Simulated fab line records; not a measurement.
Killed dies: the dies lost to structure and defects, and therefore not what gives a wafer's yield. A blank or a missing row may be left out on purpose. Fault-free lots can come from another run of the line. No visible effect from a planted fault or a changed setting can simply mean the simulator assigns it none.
fab line records -- flow nand_harc
record lots=24, wafers=72, last_day=33
route steps=1302 shown P_GATE@204 P_CONTACT@219 P_M0@265
lots with no fault: from the same line, run without faults
start_h: hours from the record's opening day to when the first of the lot's shown wafers began -- wait_h: hours elapsed since this lot's preceding step -- " same as the row above -- L1.1+2: several wafers, shown together as one row -- - no value, or no start was given -- * or withheld: withheld -- < > ~ a bound
route shown NAME@n: a module of which the file shows steps, and the number in the route of the first -- usual: the fault-free wafers' mean and standard deviation -- same: alike in all rows -- chamber/n: place in a boat -- sites: the reading at each site -- _std_site: the values' standard deviation -- _edge_site: the outer-site mean with the inner-site mean subtracted -- radius_mm: for every site, how far away it sits from the centre of the wafer -- mask NAME#n: copy n -- behind: the tool/chamber that last shaped the wafer -- hold: why the lot was held/for how many hours/how that ended -- device: the transistor (n, p or np) that didn't switch -- end of line: tests of these same wafers at the route's end -- a step without rows: its recipe alone -- killed: at the first sort, the dies lost to defects and structure; wafer yield is something else -- map: the dies of a wafer, with x for killed, . for not killed, _ for no die there
set.NAME: the setting the step ran with; set.NAME@STEP: the setting that earlier step ran with -- model.NAME: the simulator's own value behind a step, which no gauge read
one table for each step of the route and one row for each wafer, over a sample of lots
services: a tool's chamber out of use, with start hour (start_h, from the record's first day; less than 0 if before it), hours out, and reason
## steps
# step NHARC_P_GATE_STRIP_113
# recipe power_w=1500, temp_c=110, time_s=740, chemistry=N2/H2
# usual drypump_motor_current_A=5.8/0.53, heater_power_w=92/8.5
lot.wafer,tool,chamber,start_h,wait_h,drypump_motor_current_A,heater_power_w,rf_hours_counter_h
L074.1,plasma_asher-02,1,108.92,0.3,5.1,94,8
L074.3,plasma_asher-02,1,108.92,0.3,5.1,95,-
L074.5,plasma_asher-02,1,108.92,0.3,5.1,93,-
L075.2,plasma_asher-02,1,123.45,0.2,5.1,99,10
L075.4,plasma_asher-02,1,123.45,0.2,5.1,97,-
L075.3,plasma_asher-02,0,123.45,0.2,5.6,80,-
L076.1,plasma_asher-01,0,132.46,0.3,5.8,90,27
L076.4,plasma_asher-01,1,132.46,0.3,6.6,101,-
L076.3,plasma_asher-01,0,132.46,0.3,5.8,86,-
L077.2,plasma_asher-02,0,144.90,0.2,5.6,80,14
L077.6,plasma_asher-02,0,144.90,0.2,5.6,79,-
L077.5,plasma_asher-02,1,144.90,0.2,5.1,93,-
L078.2,plasma_asher-01,1,152.91,0.2,6.5,102,32
L078.1,plasma_asher-01,0,152.91,0.2,5.8,88,32
L078.3,plasma_asher-01,0,152.91,0.2,5.7,89,-
L079.1,plasma_asher-02,1,167.34,0.3,5.1,95,18
L079.4,plasma_asher-02,1,167.34,0.3,5.1,92,-
L079.6,plasma_asher-02,1,167.34,0.3,5.1,95,-
L080.1,plasma_asher-02,0,168.41,1.1,5.6,76,20
L080.4,plasma_asher-02,1,168.41,1.1,5.1,95,-
L080.6,plasma_asher-02,0,168.41,1.1,5.6,80,-
L082.2,plasma_asher-02,0,189.79,0.2,5.6,78,26
L082.3,plasma_asher-02,0,189.79,0.2,5.6,78,-
L082.6,plasma_asher-02,1,189.79,0.2,5.1,97,-
L081.2,plasma_asher-01,0,190.28,0.2,5.8,91,4
L081.1,plasma_asher-01,1,190.28,0.2,6.6,104,4
L081.5,plasma_asher-01,0,190.28,0.2,5.8,93,-
L083.4,plasma_asher-01,1,205.82,0.3,6.6,104,-
L083.3,plasma_asher-01,0,205.82,0.3,5.8,93,-
L083.5,plasma_asher-01,0,205.82,0.3,5.8,91,-
L084.1,plasma_asher-01,0,215.62,0.2,5.8,92,8
L084.2,plasma_asher-01,1,215.62,0.2,6.5,104,8
L084.4,plasma_asher-01,0,215.62,0.2,5.8,90,-
L085.2,plasma_asher-02,0,221.69,0.2,5.6,78,31
L085.1,plasma_asher-02,1,221.69,0.2,5.1,96,31
L085.6,plasma_asher-02,0,221.69,0.2,5.6,79,-
L086.1,plasma_asher-02,0,230.16,0.2,5.6,80,33
L086.2,plasma_asher-02,1,230.16,0.2,5.1,95,33
L086.5,plasma_asher-02,0,230.16,0.2,5.6,77,-
L087.3,plasma_asher-01,0,258.43,0.9,5.8,92,-
L087.5,plasma_asher-01,1,258.43,0.9,6.6,102,-
L087.6,plasma_asher-01,0,258.43,0.9,5.8,92,-
L088.2,plasma_asher-01,1,260.48,0.2,6.6,103,19
L088.1,plasma_asher-01,0,260.48,0.2,5.8,93,19
L088.3,plasma_asher-01,0,260.48,0.2,5.8,95,-
L089.1,plasma_asher-01,1,263.22,0.2,6.6,103,20
L089.4,plasma_asher-01,0,263.22,0.2,5.8,91,-
L089.6,plasma_asher-01,0,263.22,0.2,5.8,91,-
L090.1,plasma_asher-02,0,272.50,0.2,5.6,80,2
L090.2,plasma_asher-02,1,272.50,0.2,5.1,94,2
L090.5,plasma_asher-02,0,272.50,0.2,5.6,81,-
L091.2,plasma_asher-01,1,285.23,0.2,6.5,103,23
L091.5,plasma_asher-01,1,285.23,0.2,6.6,103,-
L091.6,plasma_asher-01,0,285.23,0.2,5.8,95,-
L092.1,plasma_asher-02,1,296.67,0.2,5.1,95,7
L092.3,plasma_asher-02,1,296.67,0.2,5.1,95,-
L092.6,plasma_asher-02,1,296.67,0.2,5.1,96,-
L093.3,plasma_asher-01,0,307.39,0.4,5.8,92,-
L093.4,plasma_asher-01,1,307.39,0.4,6.6,102,-
L093.5,plasma_asher-01,1,307.39,0.4,6.6,103,-
L094.1,plasma_asher-01,0,312.39,0.2,5.8,92,29
L094.5,plasma_asher-01,0,312.39,0.2,5.8,89,-
L094.6,plasma_asher-01,1,312.39,0.2,6.6,105,-
L095.2,plasma_asher-01,1,324.48,0.2,6.6,102,32
L095.1,plasma_asher-01,0,324.48,0.2,5.8,91,32
L095.3,plasma_asher-01,0,324.48,0.2,5.8,91,-
L096.4,plasma_asher-02,0,332.25,0.3,5.6,80,-
L096.3,plasma_asher-02,1,332.25,0.3,5.1,95,-
L096.6,plasma_asher-02,0,332.25,0.3,5.6,82,-
L097.1,plasma_asher-02,1,344.38,0.2,5.1,93,17
L097.4,plasma_asher-02,1,344.38,0.2,5.1,96,-
L097.5,plasma_asher-02,1,344.38,0.2,5.1,94,-
# step NHARC_P_CONTACT_CMP_01
# recipe target_thk_nm=200, material=SiO2
# usual motor_current_A=12.1/0.99
lot.wafer,tool,chamber,start_h,wait_h,motor_current_A
L074.1,cmp-01,2,112.39,0.5,12.5
L074.3,cmp-01,0,112.39,0.5,12.2
L074.5,cmp-01,2,112.39,0.5,12.3
L075.4,cmp-01,0,126.77,-,12.0
L075.2,cmp-01,1,126.77,-,11.6
L075.3,cmp-01,2,126.77,-,11.5
L076.3,cmp-03,3,135.64,-,12.4
L076.4,cmp-03,1,135.64,-,12.2
L076.1,cmp-03,2,135.64,-,12.7
L077.2,cmp-03,1,148.36,-,12.3
L077.5,cmp-03,2,148.36,-,12.3
L077.6,cmp-03,3,148.36,-,12.4
L078.1,cmp-03,0,156.26,-,11.6
L078.3,cmp-03,1,156.26,-,12.2
L078.2,cmp-03,2,156.26,-,12.0
L079.1,cmp-03,0,170.81,0.6,12.8
L079.4,cmp-03,1,170.81,0.6,12.5
L079.6,cmp-03,3,170.81,0.6,12.4
L080.4,cmp-01,0,171.91,0.4,12.2
L080.1,cmp-01,1,171.91,0.4,11.1
L080.6,cmp-01,0,171.91,0.4,12.0
L082.2,cmp-01,3,193.10,-,12.1
L082.3,cmp-01,2,193.10,-,12.1
L082.6,cmp-01,3,193.10,-,12.8
L081.2,cmp-03,1,193.75,-,12.9
L081.1,cmp-03,2,193.75,-,12.8
L081.5,cmp-03,1,193.75,-,12.9
L083.3,cmp-02,3,209.47,-,10.3
L083.4,cmp-02,1,209.47,-,11.2
L083.5,cmp-02,3,209.47,-,10.4
L084.2,cmp-02,1,218.94,-,12.3
L084.1,cmp-02,2,218.94,-,10.9
L084.4,cmp-02,0,218.94,-,15.5
L085.2,cmp-02,2,225.01,-,10.8
L085.1,cmp-02,3,225.01,-,10.6
L085.6,cmp-02,2,225.01,-,10.4
L086.1,cmp-01,0,233.52,-,12.4
L086.2,cmp-01,1,233.52,-,10.8
L086.5,cmp-01,2,233.52,-,12.3
L087.3,cmp-01,0,261.44,-,11.6
L087.6,cmp-01,2,261.44,-,12.1
L087.5,cmp-01,3,261.44,-,13.0
L088.3,cmp-02,2,263.78,-,10.4
L088.1,cmp-02,0,263.78,-,15.2
L088.2,cmp-02,1,263.78,-,11.8
L089.4,cmp-03,1,266.57,-,12.7
L089.1,cmp-03,2,266.57,-,12.4
L089.6,cmp-03,0,266.57,-,12.4
L090.1,cmp-02,3,275.81,-,10.5
L090.2,cmp-02,1,275.81,-,12.2
L090.5,cmp-02,0,275.81,-,15.5
L091.2,cmp-03,2,288.81,-,12.1
L091.5,cmp-03,2,288.81,-,12.6
L091.6,cmp-03,3,288.81,-,12.8
L092.1,cmp-01,2,300.03,-,11.7
L092.3,cmp-01,3,300.03,-,12.5
L092.6,cmp-01,2,300.03,-,13.1
L093.3,cmp-03,3,310.46,-,13.1
L093.4,cmp-03,0,310.46,-,11.9
L093.5,cmp-03,3,310.46,-,13.0
L094.1,cmp-03,0,315.82,-,11.9
L094.5,cmp-03,2,315.82,-,12.2
L094.6,cmp-03,3,315.82,-,12.4
L095.2,cmp-02,3,327.82,-,10.3
L095.1,cmp-02,0,327.82,-,14.6
L095.3,cmp-02,1,327.82,-,11.6
L096.4,cmp-03,3,335.39,-,12.9
L096.3,cmp-03,0,335.39,-,12.2
L096.6,cmp-03,2,335.39,-,12.6
L097.1,cmp-01,1,347.71,-,11.0
L097.4,cmp-01,0,347.71,-,11.7
L097.5,cmp-01,2,347.71,-,12.0
# step NHARC_P_CONTACT_INSPECT_14
# usual raw_defect_count=4.1/2.6
lot.wafer,tool,chamber,start_h,wait_h,raw_defect_count
L074.1,defect_inspect-01,-,113.19,0.0,4
L074.3,defect_inspect-01,-,113.19,0.0,3
L074.5,defect_inspect-01,-,113.19,0.0,1
L075.2,defect_inspect-02,-,127.72,0.0,6
L075.3,defect_inspect-02,-,127.72,0.0,4
L075.4,defect_inspect-02,-,127.72,0.0,8
L076.1,defect_inspect-02,-,136.59,0.0,3
L076.3,defect_inspect-02,-,136.59,0.0,7
L076.4,defect_inspect-02,-,136.59,0.0,2
L077.2,defect_inspect-02,-,149.24,0.0,4
L077.5,defect_inspect-02,-,149.24,0.0,4
L077.6,defect_inspect-02,-,149.24,0.0,4
L078.1,defect_inspect-02,-,157.06,0.0,3
L078.2,defect_inspect-02,-,157.06,0.0,6
L078.3,defect_inspect-02,-,157.06,0.0,3
L079.1,defect_inspect-02,-,171.73,0.0,4
L079.4,defect_inspect-02,-,171.73,0.0,3
L079.6,defect_inspect-02,-,171.73,0.0,3
L080.1,defect_inspect-01,-,172.84,0.0,3
L080.4,defect_inspect-01,-,172.84,0.0,1
L080.6,defect_inspect-01,-,172.84,0.0,4
L082.2,defect_inspect-02,-,193.93,0.0,5
L082.3,defect_inspect-02,-,193.93,0.0,3
L082.6,defect_inspect-02,-,193.93,0.0,3
L081.1,defect_inspect-02,-,194.71,0.0,5
L081.2,defect_inspect-02,-,194.71,0.0,6
L081.5,defect_inspect-02,-,194.71,0.0,2
L083.3,defect_inspect-02,-,210.28,0.0,2
L083.4,defect_inspect-02,-,210.28,0.0,6
L083.5,defect_inspect-02,-,210.28,0.0,2
L084.1,defect_inspect-01,-,219.78,0.0,9
L084.2,defect_inspect-01,-,219.78,0.0,3
L084.4,defect_inspect-01,-,219.78,0.0,8
L085.1,defect_inspect-02,-,225.96,0.0,13
L085.2,defect_inspect-02,-,225.96,0.0,9
L085.6,defect_inspect-02,-,225.96,0.0,6
L086.1,defect_inspect-01,-,234.43,0.0,1
L086.2,defect_inspect-01,-,234.43,0.0,0
L086.5,defect_inspect-01,-,234.43,0.0,1
L087.3,defect_inspect-01,-,262.34,0.0,5
L087.5,defect_inspect-01,-,262.34,0.0,6
L087.6,defect_inspect-01,-,262.34,0.0,0
L088.1,defect_inspect-01,-,264.73,0.0,10
L088.2,defect_inspect-01,-,264.73,0.0,6
L088.3,defect_inspect-01,-,264.73,0.0,8
L089.1,defect_inspect-01,-,267.50,0.0,10
L089.4,defect_inspect-01,-,267.50,0.0,7
L089.6,defect_inspect-01,-,267.50,0.0,7
L090.1,defect_inspect-02,-,276.77,0.0,3
L090.2,defect_inspect-02,-,276.77,0.0,3
L090.5,defect_inspect-02,-,276.77,0.0,4
L091.2,defect_inspect-01,-,289.64,0.0,4
L091.5,defect_inspect-01,-,289.64,0.0,1
L091.6,defect_inspect-01,-,289.64,0.0,2
L092.1,defect_inspect-01,-,300.83,0.0,7
L092.3,defect_inspect-01,-,300.83,0.0,10
L092.6,defect_inspect-01,-,300.83,0.0,8
L093.3,defect_inspect-01,-,311.42,0.0,5
L093.4,defect_inspect-01,-,311.42,0.0,5
L093.5,defect_inspect-01,-,311.42,0.0,9
L094.1,defect_inspect-01,-,316.59,0.0,6
L094.5,defect_inspect-01,-,316.59,0.0,6
L094.6,defect_inspect-01,-,316.59,0.0,3
L095.1,defect_inspect-02,-,328.63,0.0,4
L095.2,defect_inspect-02,-,328.63,0.0,4
L095.3,defect_inspect-02,-,328.63,0.0,4
L096.3,defect_inspect-02,-,336.30,0.0,7
L096.4,defect_inspect-02,-,336.30,0.0,1
L096.6,defect_inspect-02,-,336.30,0.0,2
L097.1,defect_inspect-02,-,348.53,0.0,3
L097.4,defect_inspect-02,-,348.53,0.0,7
L097.5,defect_inspect-02,-,348.53,0.0,3
# step NHARC_P_CONTACT_CD_MEAS_19
# usual cd_nm=89.3/2.6
lot.wafer,tool,chamber,start_h,wait_h,cd_nm
L074.1,cd_sem-02,-,114.12,-,85.9
L074.3,cd_sem-02,-,114.12,-,85.2
L074.5,cd_sem-02,-,114.12,-,87.8
L075.2,cd_sem-02,-,128.66,-,90.6
L075.3,cd_sem-02,-,128.66,-,91.7
L075.4,cd_sem-02,-,128.66,-,89.7
L076.1,cd_sem-01,-,137.52,-,89.9
L076.3,cd_sem-01,-,137.52,-,85.1
L076.4,cd_sem-01,-,137.52,-,87.7
L077.2,cd_sem-01,-,150.23,-,93.8
L077.5,cd_sem-01,-,150.23,-,89.9
L077.6,cd_sem-01,-,150.23,-,92.2
L078.1,cd_sem-02,-,158.00,-,87.2
L078.2,cd_sem-02,-,158.00,-,86.2
L078.3,cd_sem-02,-,158.00,-,90.5
L079.1,cd_sem-01,-,172.66,-,87.7
L079.4,cd_sem-01,-,172.66,-,87.5
L079.6,cd_sem-01,-,172.66,-,85.4
L080.1,cd_sem-03,-,173.78,-,91.0
L080.4,cd_sem-03,-,173.78,-,92.4
L080.6,cd_sem-03,-,173.78,-,93.3
L082.2,cd_sem-03,-,194.86,-,89.9
L082.3,cd_sem-03,-,194.86,-,88.6
L082.6,cd_sem-03,-,194.86,-,89.7
L081.1,cd_sem-03,-,195.64,-,90.0
L081.2,cd_sem-03,-,195.64,-,94.4
L081.5,cd_sem-03,-,195.64,-,92.2
L083.3,cd_sem-02,-,211.22,-,90.2
L083.4,cd_sem-02,-,211.22,-,89.8
L083.5,cd_sem-02,-,211.22,-,91.2
L084.1,cd_sem-02,-,220.71,-,91.1
L084.2,cd_sem-02,-,220.71,-,90.5
L084.4,cd_sem-02,-,220.71,-,87.6
L085.1,cd_sem-02,-,226.89,-,89.8
L085.2,cd_sem-02,-,226.89,-,94.0
L085.6,cd_sem-02,-,226.89,-,91.7
L086.1,cd_sem-02,-,235.36,-,88.8
L086.2,cd_sem-02,-,235.36,-,88.3
L086.5,cd_sem-02,-,235.36,-,89.0
L087.3,cd_sem-02,-,263.28,-,87.6
L087.5,cd_sem-02,-,263.28,-,88.0
L087.6,cd_sem-02,-,263.28,-,89.0
L088.1,cd_sem-02,-,265.82,-,92.6
L088.2,cd_sem-02,-,265.82,-,91.3
L088.3,cd_sem-02,-,265.82,-,89.4
L089.1,cd_sem-03,-,268.43,-,86.9
L089.4,cd_sem-03,-,268.43,-,88.9
L089.6,cd_sem-03,-,268.43,-,88.2
L090.1,cd_sem-02,-,277.70,-,88.3
L090.2,cd_sem-02,-,277.70,-,85.0
L090.5,cd_sem-02,-,277.70,-,88.8
L091.2,cd_sem-01,-,290.57,-,91.7
L091.5,cd_sem-01,-,290.57,-,91.3
L091.6,cd_sem-01,-,290.57,-,89.5
L092.1,cd_sem-01,-,301.77,-,88.0
L092.3,cd_sem-01,-,301.77,-,88.4
L092.6,cd_sem-01,-,301.77,-,82.3
L093.3,cd_sem-03,-,312.37,-,91.4
L093.4,cd_sem-03,-,312.37,-,89.3
L093.5,cd_sem-03,-,312.37,-,86.5
L094.1,cd_sem-02,-,317.52,-,88.8
L094.5,cd_sem-02,-,317.52,-,87.5
L094.6,cd_sem-02,-,317.52,-,93.1
L095.1,cd_sem-01,-,329.56,-,88.2
L095.2,cd_sem-01,-,329.56,-,85.9
L095.3,cd_sem-01,-,329.56,-,88.7
L096.3,cd_sem-01,-,337.23,-,86.2
L096.4,cd_sem-01,-,337.23,-,90.2
L096.6,cd_sem-01,-,337.23,-,89.2
L097.1,cd_sem-01,-,349.46,-,86.8
L097.4,cd_sem-01,-,349.46,-,87.5
L097.5,cd_sem-01,-,349.46,-,84.1
# step NHARC_P_CONTACT_PVD_32
# recipe target_thk_a=50, chamber_pressure_pa=5, power_w=5000, substrate_temp_c=200, time_s=17.7, material=Ti
# usual throttle_valve_pct=29.8/1.3
lot.wafer,tool,chamber,start_h,wait_h,throttle_valve_pct
L074.3,pvd_sputter-03,-,-,-,30.9
L074.1,pvd_sputter-03,-,-,-,29.7
L074.5,pvd_sputter-03,-,-,-,30.3
L075.4,pvd_sputter-01,-,-,-,29.8
L075.3,pvd_sputter-01,-,-,-,27.5
L075.2,pvd_sputter-01,-,-,-,32.0
L076.3,pvd_sputter-01,-,-,-,27.2
L076.4,pvd_sputter-01,-,-,-,32.1
L076.1,pvd_sputter-01,-,-,-,29.5
L077.2,pvd_sputter-01,-,-,-,29.2
L077.5,pvd_sputter-01,-,-,-,32.0
L077.6,pvd_sputter-01,-,-,-,29.4
L078.1,pvd_sputter-03,-,-,-,31.0
L078.3,pvd_sputter-03,-,-,-,29.1
L078.2,pvd_sputter-03,-,-,-,30.0
L079.1,pvd_sputter-02,-,-,-,30.2
L079.4,pvd_sputter-02,-,-,-,29.8
L079.6,pvd_sputter-02,-,-,-,30.7
L080.4,pvd_sputter-01,-,-,-,27.3
L080.1,pvd_sputter-01,-,-,-,29.1
L080.6,pvd_sputter-01,-,-,-,27.5
L082.3,pvd_sputter-01,-,-,-,29.8
L082.2,pvd_sputter-01,-,-,-,27.3
L082.6,pvd_sputter-01,-,-,-,30.0
L081.1,pvd_sputter-01,-,-,-,29.6
L081.2,pvd_sputter-01,-,-,-,31.8
L081.5,pvd_sputter-01,-,-,-,27.3
L083.3,pvd_sputter-01,-,-,-,32.2
L083.4,pvd_sputter-01,-,-,-,29.6
L083.5,pvd_sputter-01,-,-,-,29.1
L084.1,pvd_sputter-03,-,-,-,30.8
L084.2,pvd_sputter-03,-,-,-,29.8
L084.4,pvd_sputter-03,-,-,-,30.3
L085.2,pvd_sputter-02,-,-,-,30.2
L085.1,pvd_sputter-02,-,-,-,29.7
L085.6,pvd_sputter-02,-,-,-,30.0
L086.1,pvd_sputter-02,-,-,-,29.9
L086.2,pvd_sputter-02,-,-,-,30.6
L086.5,pvd_sputter-02,-,-,-,30.1
L087.3,pvd_sputter-03,-,-,-,28.0
L087.5,pvd_sputter-03,-,-,-,31.1
L087.6,pvd_sputter-03,-,-,-,29.8
L088.3,pvd_sputter-03,-,-,-,30.8
L088.2,pvd_sputter-03,-,-,-,29.8
L088.1,pvd_sputter-03,-,-,-,28.2
L089.1,pvd_sputter-03,-,-,-,30.6
L089.4,pvd_sputter-03,-,-,-,28.0
L089.6,pvd_sputter-03,-,-,-,30.9
L090.1,pvd_sputter-03,-,-,-,31.0
L090.2,pvd_sputter-03,-,-,-,28.1
L090.5,pvd_sputter-03,-,-,-,30.9
L091.2,pvd_sputter-03,-,-,-,28.2
L091.6,pvd_sputter-03,-,-,-,28.0
L091.5,pvd_sputter-03,-,-,-,30.0
L092.3,pvd_sputter-01,-,-,-,31.9
L092.1,pvd_sputter-01,-,-,-,29.9
L092.6,pvd_sputter-01,-,-,-,30.1
L093.3,pvd_sputter-02,-,-,-,31.6
L093.4,pvd_sputter-02,-,-,-,29.8
L093.5,pvd_sputter-02,-,-,-,31.1
L094.1,pvd_sputter-03,-,-,-,29.7
L094.6,pvd_sputter-03,-,-,-,30.8
L094.5,pvd_sputter-03,-,-,-,29.5
L095.2,pvd_sputter-03,-,-,-,27.7
L095.3,pvd_sputter-03,-,-,-,31.1
L095.1,pvd_sputter-03,-,-,-,29.8
L096.4,pvd_sputter-03,-,-,-,30.8
L096.3,pvd_sputter-03,-,-,-,29.9
L096.6,pvd_sputter-03,-,-,-,30.6
L097.4,pvd_sputter-01,-,-,-,29.8
L097.1,pvd_sputter-01,-,-,-,30.4
L097.5,pvd_sputter-01,-,-,-,30.3
# step NHARC_P_M0_INSPECT_11
# usual raw_defect_count=4.7/2.9
lot.wafer,tool,chamber,start_h,wait_h,raw_defect_count
L074.1,defect_inspect-02,-,117.26,0.0,8
L074.3,defect_inspect-02,-,117.26,0.0,3
L074.5,defect_inspect-02,-,117.26,0.0,5
L075.2,defect_inspect-01,-,131.83,0.0,5
L075.3,defect_inspect-01,-,131.83,0.0,4
L075.4,defect_inspect-01,-,131.83,0.0,9
L076.1,defect_inspect-02,-,140.63,0.0,5
L076.3,defect_inspect-02,-,140.63,0.0,7
L076.4,defect_inspect-02,-,140.63,0.0,3
L077.2,defect_inspect-01,-,153.60,0.0,4
L077.5,defect_inspect-01,-,153.60,0.0,9
L077.6,defect_inspect-01,-,153.60,0.0,2
L078.1,defect_inspect-01,-,161.12,0.1,5
L078.2,defect_inspect-01,-,161.12,0.1,4
L078.3,defect_inspect-01,-,161.12,0.1,7
L079.1,defect_inspect-01,-,175.81,0.0,4
L079.4,defect_inspect-01,-,175.81,0.0,3
L079.6,defect_inspect-01,-,175.81,0.0,3
L080.1,defect_inspect-01,-,177.15,0.0,4
L080.4,defect_inspect-01,-,177.15,0.0,2
L080.6,defect_inspect-01,-,177.15,0.0,4
L082.2,defect_inspect-01,-,197.96,0.0,1
L082.3,defect_inspect-01,-,197.96,0.0,6
L082.6,defect_inspect-01,-,197.96,0.0,2
L081.1,defect_inspect-01,-,198.92,0.0,8
L081.2,defect_inspect-01,-,198.92,0.0,5
L081.5,defect_inspect-01,-,198.92,0.0,1
L083.3,defect_inspect-02,-,214.37,0.0,3
L083.4,defect_inspect-02,-,214.37,0.0,7
L083.5,defect_inspect-02,-,214.37,0.0,6
L084.1,defect_inspect-01,-,223.84,0.0,9
L084.2,defect_inspect-01,-,223.84,0.0,6
L084.4,defect_inspect-01,-,223.84,0.0,5
L085.1,defect_inspect-01,-,230.20,0.0,13
L085.2,defect_inspect-01,-,230.20,0.0,9
L085.6,defect_inspect-01,-,230.20,0.0,7
L086.1,defect_inspect-01,-,238.48,0.0,2
L086.2,defect_inspect-01,-,238.48,0.0,4
L086.5,defect_inspect-01,-,238.48,0.0,1
L087.3,defect_inspect-01,-,266.50,0.0,4
L087.5,defect_inspect-01,-,266.50,0.0,3
L087.6,defect_inspect-01,-,266.50,0.0,3
L088.1,defect_inspect-02,-,269.46,0.0,10
L088.2,defect_inspect-02,-,269.46,0.0,9
L088.3,defect_inspect-02,-,269.46,0.0,6
L089.1,defect_inspect-02,-,280.47,0.0,6
L089.4,defect_inspect-02,-,280.47,0.0,7
L089.6,defect_inspect-02,-,280.47,0.0,6
L090.1,defect_inspect-01,-,282.81,0.0,5
L090.2,defect_inspect-01,-,282.81,0.0,4
L090.5,defect_inspect-01,-,282.81,0.0,2
L091.2,defect_inspect-01,-,293.85,0.0,1
L091.5,defect_inspect-01,-,293.85,0.0,1
L091.6,defect_inspect-01,-,293.85,0.0,4
L092.1,defect_inspect-01,-,304.99,0.0,6
L092.3,defect_inspect-01,-,304.99,0.0,8
L092.6,defect_inspect-01,-,304.99,0.0,7
L093.3,defect_inspect-01,-,315.47,0.0,5
L093.4,defect_inspect-01,-,315.47,0.0,2
L093.5,defect_inspect-01,-,315.47,0.0,4
L094.1,defect_inspect-02,-,321.29,0.0,7
L094.5,defect_inspect-02,-,321.29,0.0,15
L094.6,defect_inspect-02,-,321.29,0.0,6
L095.1,defect_inspect-02,-,332.78,0.0,1
L095.2,defect_inspect-02,-,332.78,0.0,4
L095.3,defect_inspect-02,-,332.78,0.0,2
L096.3,defect_inspect-02,-,340.34,0.0,7
L096.4,defect_inspect-02,-,340.34,0.0,2
L096.6,defect_inspect-02,-,340.34,0.0,4
L097.1,defect_inspect-02,-,352.73,0.0,0
L097.4,defect_inspect-02,-,352.73,0.0,4
L097.5,defect_inspect-02,-,352.73,0.0,1
## services
tool,chamber,start_h,hours,kind
cmp-01,-,87.50,4.0,pm
pvd_sputter-03,-,89.83,8.6,repair
pvd_sputter-01,-,96.89,10.0,pm
cmp-01,-,122.82,1.1,repair
cmp-03,-,162.00,4.0,pm
plasma_asher-01,-,165.00,9.0,pm
pvd_sputter-01,-,167.06,6.9,repair
pvd_sputter-03,-,170.00,10.0,pm
pvd_sputter-03,-,181.15,18.2,repair
cmp-01,-,185.50,4.0,pm
cmp-03,-,197.96,3.4,repair
plasma_asher-01,-,228.13,4.3,repair
cmp-01,-,228.26,3.5,repair
plasma_asher-02,-,249.29,9.0,pm
cmp-03,-,260.00,4.0,pm
cmp-01,-,269.41,2.0,repair
pvd_sputter-01,-,274.89,10.0,pm
cmp-01,-,275.09,4.0,repair
cmp-01,-,283.50,4.0,pm
cmp-03,-,294.65,6.3,repair
cmp-01,-,320.28,0.6,repair
cmp-03,-,337.40,0.4,repair
plasma_asher-01,-,342.24,9.0,pm
pvd_sputter-03,-,348.00,10.0,pm
## key
fault none
